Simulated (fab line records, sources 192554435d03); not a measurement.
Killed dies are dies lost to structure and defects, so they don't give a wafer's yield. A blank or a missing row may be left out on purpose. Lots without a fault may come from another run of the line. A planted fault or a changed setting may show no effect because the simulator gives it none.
fab line records | flow n5_finfet
record lots=7 wafers=19 last_day=17
route steps=1938 shown HKMG_FIN@454 GATE_CUT@465 BEOL_M4@1111 PASSIVATION@1936
lots that met no fault: from a run of the same line without faults
start_h: hours from the record's first day to the start of the lot's first wafer shown | wait_h: hours since the lot's step before | " the same as in the row above | L1.1+2: a row that stands for several wafers | - no value, or no start given | * or withheld: withheld | < > ~ a bound
route shown NAME@n: a module of which the file shows steps, and the number in the route of the first | usual: mean/standard deviation of fault-free wafers | same: alike in all rows | chamber/n: place in a boat | sites: the reading at each site | _std_site: their standard deviation | _edge_site: outer sites' mean less inner sites' | radius_mm: how far each site lies from the wafer's centre | mask NAME#n: copy n | behind: the tool/chamber that last shaped the wafer | hold: why the lot was held/for how many hours/how that ended | device: the transistor (n, p or np) that didn't switch | end of line: the same wafers' tests at the end of the route | a step without rows: its recipe alone | killed: dies lost to structure and defects at the first sort, not the wafer's yield | map: a wafer's dies, x killed, . not, _ none there
set.NAME: the setting as run; set.NAME@STEP: as run at that earlier step | model.NAME: the simulator's own value behind a step, which no gauge read
lots at some steps of the route; a table a step, a row a wafer
services: from which hour (start_h, from the record's first day; less than 0 if before it) a tool's chamber was out of use, for how many hours, and why
## steps
# step N5_HKMG_FIN_ETCHBACK_68
# recipe chemistry=Cl2/Ar stop_on=HfO2 target_depth_a=5 pressure_mtorr=10 icp_w=600 bias_w=60 Cl2_flow_sccm=40 Ar_flow_sccm=60
# usual drypump_motor_current_A=5.78/0.29 mfc_cl2_sccm=40.00/0.11 oes_product_au=0.80/0.062 throttle_valve_pct=20.9/0.37
# columns lot.wafer tool chamber start_h wait_h drypump_motor_current_A mfc_cl2_sccm oes_product_au rf_hours_counter_h throttle_valve_pct
L177.2 rie_metal-03 1 82.23 0.0 5.83 40.07 0.82 30 21.0
L177.4 " 0 " " 5.80 39.77 0.78 - 20.8
L177.6 " 1 " " 5.84 40.20 0.82 - 21.0
L185.1 rie_metal-02 1 132.75 0.0 5.88 40.06 0.82 25 21.4
L185.3 " 1 " " 5.90 40.19 0.81 - 21.4
L185.6 " 1 " " 5.89 39.98 0.82 - 21.4
L187.3 rie_metal-03 0 142.95 0.1 5.77 40.00 0.77 - 20.8
L187.6 " 0 " " 5.80 39.99 0.77 - 20.8
L188.2 rie_metal-01 0 148.86 0.0 5.95 39.93 0.79 32 20.5
L188.4 " 1 " " 5.20 39.82 0.73 - 20.9
L198.1 rie_metal-01 0 205.90 0.0 5.97 39.99 0.76 39 20.5
L198.3 " 0 " " 5.99 40.08 0.76 - 20.5
L198.6 " 0 " " 5.99 39.96 0.76 - 20.5
L199.2 rie_metal-02 0 209.84 0.0 5.97 40.07 0.86 11 20.5
L199.3 " 1 " " 5.86 40.09 0.79 - 21.5
L199.5 " 1 " " 5.89 40.05 0.78 - 21.5
L200.1 rie_metal-01 1 216.15 0.0 5.23 39.96 0.71 61 20.9
L200.2 " 0 " " 5.95 39.92 0.76 40 20.5
L200.5 " 1 " " 5.25 39.95 0.71 - 20.9
# step N5_HKMG_FIN_STRIP_69
# recipe chemistry=N2/H2 power_w=2500 temp_c=300 h2_frac=0.65 time_s=360 pressure_mtorr=withheld n2_flow_sccm=1750 h2_flow_sccm=3250
# step N5_HKMG_FIN_ALD_21
# recipe material=TiN target_thk_a=15 temp_c=400 ald_precursor_family=TiCl4 ald_co_reactant=NH3 pulse_time_s=1 purge_time_s=3 co_reactant_purge_time_s=2 co_reactant_pulse_time_s=2 ald_cycles=68 pressure_torr=3
# step N5_HKMG_FIN_ALD_72
# recipe material=W target_thk_a=20 temp_c=300 pressure_torr=7.5 ald_precursor_family=WF6 ald_co_reactant=B2H6 pulse_time_s=1 purge_time_s=2 co_reactant_purge_time_s=2 co_reactant_pulse_time_s=3 ald_cycles=7
# usual heater_power_w=450/47 precursor_pulse_height_rel=1.003/0.02
# same pulse_time_s=1
# columns lot.wafer tool chamber start_h wait_h heater_power_w precursor_pulse_height_rel
L177.2 cvd_w-02 0 83.12 0.2 478 1.012
L177.4 " 1 " " 496 0.991
L177.6 " 1 " " 516 1.000
L185.1 cvd_w-01 1 133.64 0.2 414 0.991
L185.3 " 0 " " 386 1.005
L185.6 " 1 " " 430 1.019
L187.3 cvd_w-01 1 143.86 0.2 423 0.976
L187.6 " 1 " " 424 1.005
L188.2 cvd_w-02 1 149.74 0.2 506 1.010
L188.4 " 1 " " 500 1.016
L198.1 cvd_w-01 1 206.79 0.2 427 1.009
L198.3 " 1 " " 428 0.974
L198.6 " 0 " " 391 0.986
L199.2 cvd_w-01 0 210.72 0.2 395 0.984
L199.3 " 1 " " 433 0.985
L199.5 " 0 " " 389 0.979
L200.1 cvd_w-01 1 217.08 0.2 418 0.977
L200.2 " 0 " " 402 1.047
L200.5 " 1 " " 430 0.994
# step N5_HKMG_FIN_W_FILL_22
# recipe material=W target_thk_a=600 temp_c=400 pressure_torr=39.4 time_s=18.2
# usual heater_power_w=806/85 throttle_valve_pct=19.7/1.1
# columns lot.wafer tool chamber start_h wait_h heater_power_w throttle_valve_pct
L177.2 cvd_w-02 0 83.18 0.0 858 20.9
L177.4 " 1 " " 908 20.0
L177.6 " 1 " " 903 20.1
L185.1 cvd_w-01 1 133.70 0.0 741 19.5
L185.3 " 0 " " 701 18.3
L185.6 " 1 " " 751 19.3
L187.3 cvd_w-01 1 143.92 0.0 748 19.3
L187.6 " 1 " " 755 19.1
L188.2 cvd_w-02 1 149.80 0.0 922 20.4
L188.4 " 1 " " 898 20.1
L198.1 cvd_w-01 1 206.85 0.0 769 19.2
L198.3 " 1 " " 775 19.3
L198.6 " 0 " " 693 17.8
L199.2 cvd_w-01 0 210.79 0.0 691 18.2
L199.3 " 1 " " 771 19.5
L199.5 " 0 " " 701 18.1
L200.1 cvd_w-01 1 217.14 0.0 777 19.2
L200.2 " 0 " " 678 18.2
L200.5 " 1 " " 747 19.1
# step N5_HKMG_FIN_PRECLEAN_83
# recipe chemistry=DIW time_s=57.5 temp_c=23
# step N5_HKMG_FIN_SRD_84
# recipe dry_time_s=32 dry=n2_spin spin_rpm=1500
# step N5_HKMG_FIN_CMP_23
# recipe stop_on=SiNx t_overpolish_s=10 post_cmp_clean=rinse_only down_force_psi=4 platen_rpm=50.289 pad_velocity_m_s=1.0006 target_thk_nm=46.326
# step N5_HKMG_FIN_CMP_94
# recipe stop_on=SiNx post_cmp_clean=w_dilute_nh4oh t_overpolish_s=4.7 down_force_psi=4 platen_rpm=50.289 pad_velocity_m_s=1.0006 target_thk_nm=43.299
# usual motor_current_A=12.3/0.99 retaining_ring_pressure_frac=1.000/0.005
# columns lot.wafer tool chamber start_h wait_h motor_current_A retaining_ring_pressure_frac
L177.4 cmp-01 1 98.91 15.5 11.8 1.004
L177.2 " 3 " " 12.2 1.000
L177.6 " 0 " " 12.5 1.006
L185.3 cmp-02 1 134.32 0.3 14.3 1.002
L185.1 " 3 " " 12.0 1.001
L185.6 " 0 " " 12.1 1.001
L187.3 cmp-01 1 144.52 0.3 11.7 0.993
L187.6 " 0 " " 12.8 0.999
L188.4 cmp-02 0 150.61 0.3 12.1 0.997
L188.2 " 1 " " 13.6 0.992
L198.3 cmp-01 2 207.44 0.4 12.8 1.004
L198.1 " 1 " " 11.9 0.990
L198.6 " 2 " " 13.7 1.003
L199.3 cmp-01 0 211.37 0.4 12.9 0.998
L199.2 " 3 " " 12.5 1.003
L199.5 " 1 " " 11.6 1.001
L200.2 cmp-01 2 217.73 0.4 12.7 0.999
L200.1 " 0 " " 12.9 1.001
L200.5 " 2 " " 12.7 0.997
# step N5_HKMG_FIN_INSPECT_28
# recipe inspect_instrument=darkfield mode=post_cmp
# usual raw_defect_count=34/14
# columns lot.wafer tool chamber start_h wait_h raw_defect_count
L177.2 defect_inspect-01 - 99.11 0.0 40
L177.4 " - " " 26
L177.6 " - " " 23
L185.1 defect_inspect-01 - 134.52 0.0 54
L185.3 " - " " 35
L185.6 " - " " 18
L187.3 defect_inspect-01 - 144.73 0.0 39
L187.6 " - " " 18
L188.2 defect_inspect-01 - 150.79 0.0 58
L188.4 " - " " 17
L198.1 defect_inspect-02 - 207.67 0.0 18
L198.3 " - " " 20
L198.6 " - " " 23
L199.2 defect_inspect-02 - 211.61 0.0 21
L199.3 " - " " 38
L199.5 " - " " 23
L200.1 defect_inspect-02 - 217.96 0.0 27
L200.2 " - " " 53
L200.5 " - " " 42
# step N5_GATE_CUT_ETCHBACK_00
# recipe chemistry=SF6/Cl2 target=W pressure_mtorr=8 icp_w=900 bias_w=80 SF6_flow_sccm=40 Cl2_flow_sccm=60
# step N5_GATE_CUT_ETCH_56
# recipe chemistry=Cl2/Ar target=TiN target_depth_a=216 pressure_mtorr=10 icp_w=600 bias_w=60 Cl2_flow_sccm=40 Ar_flow_sccm=60
# usual drypump_motor_current_A=5.81/0.26 mfc_cl2_sccm=40.01/0.12 oes_product_au=0.83/0.063 throttle_valve_pct=20.9/0.37
# columns lot.wafer tool chamber start_h wait_h drypump_motor_current_A mfc_cl2_sccm oes_product_au rf_hours_counter_h throttle_valve_pct model.etch.depth_nm
L177.2 rie_metal-01 0 99.26 0.1 5.95 40.44 0.80 26 20.5 20.41
L177.4 " 0 " " 5.97 40.03 0.80 - 20.5 20.32
L177.6 " 1 " " 5.24 40.28 0.76 - 20.9 21.58
L185.1 rie_metal-02 1 134.67 0.1 5.90 40.04 0.86 25 21.4 23.36
L185.3 " 0 " " 5.99 40.11 0.93 - 20.5 21.46
L185.6 " 1 " " 5.91 39.96 1.09 - 21.1 33.17
L187.3 rie_metal-02 1 144.91 0.1 5.90 40.04 0.86 - 21.4 23.74
L187.6 " 1 " " 5.87 39.96 1.10 - 21.1 33.6
L188.2 rie_metal-02 1 150.94 0.1 5.85 39.93 1.09 27 21.1 33.2
L188.4 " 1 " " 5.90 39.79 0.85 - 21.4 23.5
L198.1 rie_metal-01 0 207.83 0.1 5.96 40.06 0.76 39 20.5 20.72
L198.3 " 0 " " 5.93 40.06 0.76 - 20.5 20.64
L198.6 " 1 " " 5.22 39.78 0.72 - 20.9 21.53
L199.2 rie_metal-02 1 211.76 0.1 5.90 39.97 0.85 34 21.4 24.06
L199.3 " 0 " " 6.01 39.98 0.86 - 20.5 21.38
L199.5 " 1 " " 5.87 40.00 0.84 - 21.4 23.94
L200.1 rie_metal-01 1 218.15 0.1 5.25 40.25 0.72 62 20.9 21.54
L200.2 " 0 " " 5.97 40.03 0.76 40 20.5 20.7
L200.5 " 0 " " 5.96 40.07 0.75 - 20.5 20.35
# step N5_GATE_CUT_ETCHBACK_30
# recipe chemistry=Cl2/Ar target=TiN target_depth_a=30 mode=isotropic pressure_mtorr=10 icp_w=600 bias_w=60 Cl2_flow_sccm=40 Ar_flow_sccm=60
# usual drypump_motor_current_A=5.81/0.26 mfc_cl2_sccm=40.00/0.14 oes_product_au=0.83/0.065 throttle_valve_pct=20.9/0.38
# columns lot.wafer tool chamber start_h wait_h drypump_motor_current_A mfc_cl2_sccm oes_product_au rf_hours_counter_h throttle_valve_pct
L177.2 rie_metal-01 0 99.35 0.1 5.98 40.37 0.80 26 20.5
L177.4 " 0 " " 5.96 40.38 0.79 - 20.5
L177.6 " 1 " " 5.23 40.16 0.75 - 20.9
L185.1 rie_metal-02 1 134.76 0.1 5.86 39.77 0.86 25 21.4
L185.3 " 0 " " 5.99 39.92 0.92 - 20.5
L185.6 " 1 " " 5.87 39.72 0.86 - 21.4
L187.3 rie_metal-02 1 144.98 0.0 5.86 39.89 0.87 - 21.4
L187.6 " 1 " " 5.85 39.96 0.86 - 21.4
L188.2 rie_metal-02 1 151.03 0.1 5.89 40.01 0.86 27 21.4
L188.4 " 1 " " 5.88 40.00 0.86 - 21.4
L198.1 rie_metal-01 0 207.92 0.1 5.96 40.10 0.77 39 20.5
L198.3 " 0 " " 5.96 39.99 0.77 - 20.5
L198.6 " 1 " " 5.25 39.99 0.72 - 20.9
L199.2 rie_metal-02 1 211.85 0.1 5.94 39.93 0.84 34 21.4
L199.3 " 0 " " 5.98 40.28 0.86 - 20.5
L199.5 " 1 " " 5.92 40.05 0.84 - 21.4
L200.1 rie_metal-01 1 218.27 0.1 5.23 39.77 0.72 62 20.9
L200.2 " 0 " " 5.95 39.90 0.76 40 20.5
L200.5 " 0 " " 5.94 39.95 0.75 - 20.5
# step N5_BEOL_M4_RC_MEAS_101
# usual DIBL_N=36.9/2.1 DIBL_P=37.1/2.5 IOFF_N=0.17/0.039 IOFF_P=0.23/0.043 ION_N=673/15 ION_P=462/9.1 SS_N=71.8/0.69 SS_P=73.6/0.74 VT_N=250/3.6 VT_P=-249.7/2.9
# columns lot.wafer tool chamber start_h wait_h DIBL_N[mV/V] DIBL_P[mV/V] IOFF_N[nA/um] IOFF_P[nA/um] ION_N[uA/um] ION_P[uA/um] SS_N[mV/dec] SS_P[mV/dec] VT_N[mV] VT_P[mV]
L177.2 prober-01 0 185.74 0.2 36.8 37.2 0.15 0.17 656 444 71.6 72.9 253 -253.3
L177.4 " 0 " " 35.9 36.2 0.14 0.17 670 448 71.2 72.6 253 -256.1
L177.6 " 0 " " 37.9 38.3 0.18 0.20 670 457 71.5 73.4 250 -251.9
L185.1 prober-02 0 218.42 0.0 33.0 33.9 0.13 0.19 677 470 70.7 72.6 249 -250.4
L185.3 " 0 " " 38.5 40.7 0.24 0.30 679 464 72.9 74.2 244 -243.8
L185.6 " 0 " " 39.1 41.6 0.26 0.32 699 472 72.8 75.1 241 -246.1
L187.3 prober-02 0 230.44 0.3 38.0 35.9 0.20 0.23 667 459 72.6 73.9 250 -248.9
L187.6 " 0 " " 35.7 36.4 0.14 0.23 645 460 71.6 74.0 254 -250.9
L188.2 prober-01 0 241.92 0.2 32.6 32.5 0.11 0.17 653 452 70.7 73.0 254 -252.1
L188.4 " 0 " " 36.7 35.8 0.16 0.23 668 461 71.4 73.7 253 -248.0
L198.1 prober-01 0 299.41 0.0 34.9 35.0 0.15 0.21 673 461 71.7 73.4 250 -247.6
L198.3 " 0 " " 37.7 37.8 0.22 0.28 680 468 72.5 74.2 245 -246.1
L198.6 " 0 " " 35.2 35.1 0.17 0.23 676 471 71.3 73.2 247 -246.1
L200.1 prober-01 0 302.17 0.0 33.8 34.9 0.13 0.20 674 471 71.3 73.2 253 -249.9
L200.2 " 0 " " 36.7 38.8 0.19 0.27 696 485 71.8 74.3 246 -246.4
L200.5 " 0 " " 36.2 37.2 0.18 0.25 694 476 71.3 73.7 246 -244.1
L199.2 prober-02 0 302.25 0.2 33.7 33.2 0.11 0.17 641 446 70.5 72.0 255 -254.4
L199.3 " 0 " " 33.9 32.4 0.12 0.16 660 451 71.4 72.4 251 -255.9
L199.5 " 0 " " 36.3 35.9 0.15 0.20 657 453 71.7 73.6 252 -250.6
# step N5_PASSIVATION_PROBE_49
# usual defect_limited_yield=91.3/1.4 killed_at_M0_to_M3=32/9.5 killed_at_M4_up=14/5.2 killed_at_contacts=13/5.7 killed_at_front_end=41/12 killed_at_other=3.5/2.6 killed_dies=103/17 killed_open=68/14 killed_short=32/7 sort_bin_5_function=5.0/0.91 sort_bin_6_memory=3.3/0.7 sort_bin_8_speed=0.03/0.22 sort_n_pass=1076/17 sort_yield_pct=91.2/1.4
# same gross_dies=1180 killed_at_back_side=0 sort_bin_4_leakage[%]=0
# columns lot.wafer tool chamber start_h wait_h defect_limited_yield[%] killed_at_M0_to_M3 killed_at_M4_up killed_at_contacts killed_at_front_end killed_at_other killed_dies killed_open killed_short sort_bin_5_function[%] sort_bin_6_memory[%] sort_bin_8_speed[%] sort_n_pass sort_yield_pct[%]
L185.1 prober-01 - 314.62 0.0 90.8 33 10 10 52 4 109 67 29 5.4 2.5 0 1071 90.8
L198.1 prober-02 - 390.68 0.0 91.4 32 5 16 40 9 102 69 33 5.4 2.9 0 1078 91.4
L198.3 prober-02 - 390.78 0.1 89.5 53 16 10 39 6 124 85 35 5.6 4.2 0 1056 89.5
L198.6 prober-02 - 390.93 0.3 90.2 43 8 18 43 4 116 87 29 5.5 3.9 0 1064 90.2
# killed by level:class
L185.1 FIN_SAQP:geometric_particle:open=13 HKMG_FIN:area_etch=13 STI_FIN_REVEAL:geometric_particle:open=8 MOL_CONTACT_COAG:geometric_particle:open=8 BEOL_M3:geometric_particle:open=7 BEOL_M2:geometric_particle:open=6 BEOL_M4:geometric_particle:open=6 FIN_SAQP:geometric_particle:short=5
L198.1 MOL_CONTACT_COAG:geometric_particle:open=13 FIN_SAQP:geometric_particle:open=12 BEOL_M2:geometric_particle:open=11 BEOL_M3:geometric_particle:open=8 DUMMY_GATE:geometric_particle:open=7 BEOL_M0_SAQP:geometric_particle:short=6 FIN_SAQP:geometric_particle:short=5 ILD0:geometric_particle:short=3
L198.3 BEOL_M3:geometric_particle:open=15 BEOL_M0_SAQP:geometric_particle:short=12 MOL_CONTACT_COAG:geometric_particle:open=10 BEOL_M0_SAQP:geometric_particle:open=10 FIN_SAQP:geometric_particle:open=9 BEOL_M4:geometric_particle:open=8 DUMMY_GATE:geometric_particle:open=7 BEOL_M2:geometric_particle:open=7
L198.6 BEOL_M3:geometric_particle:open=17 MOL_CONTACT_COAG:geometric_particle:open=16 DUMMY_GATE:geometric_particle:open=9 FIN_SAQP:geometric_particle:open=8 GATE_CUT:geometric_particle:short=7 BEOL_M2:geometric_particle:open=7 BEOL_M4:geometric_particle:open=6 STI_FIN_REVEAL:geometric_particle:open=5
## services
# columns tool chamber start_h hours kind
cmp-02 - 58.27 1.1 repair
cvd_w-01 - 65.88 14.6 pm
rie_metal-02 - 72.97 1.4 pm
cmp-02 - 73.44 1.1 repair
rie_metal-02 0 74.37 - clean
rie_metal-02 0 74.37 27.6 scheduled_down
rie_metal-02 0 74.37 27.6 vent_cycle
cmp-02 - 78.33 5.5 pm
cmp-02 - 92.31 1.2 repair
cvd_w-02 0 99.75 6.9 repair
cmp-01 - 105.68 0.8 repair
cvd_w-02 - 114.70 6.0 pm
rie_metal-03 0 130.79 8.0 repair
cmp-01 - 153.97 4.1 pm
cmp-02 - 154.51 1.9 repair
rie_metal-03 - 160.87 28.1 pm
cvd_w-01 - 217.29 4.3 pm
## key
first_sign step=N5_GATE_CUT_ETCH_56 reading=oes_product_au direction=up sigmas=4.2 usual=0.83 struck=1.09
effect none on later readings
model_effect step=N5_GATE_CUT_ETCH_56 value=etch.depth_nm without=23.6 struck=33.32
met_at N5_GATE_CUT_ETCH_56
struck_wafers L185.6,L187.6,L188.2
baseline_loss step=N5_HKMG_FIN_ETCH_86 wafers=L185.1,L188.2
fault kind=process_parameter_drift tool=rie_metal-02 chamber=- onset_h=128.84 steps=N5_GATE_CUT_ETCH_56 channel=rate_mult offset=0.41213 shape=step end_h=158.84 scope=struck_wafers_only
# baseline_loss: these wafers lose ten dies or more at that step, a loss of the line's own and not of a fault; the sort's usual values leave them out
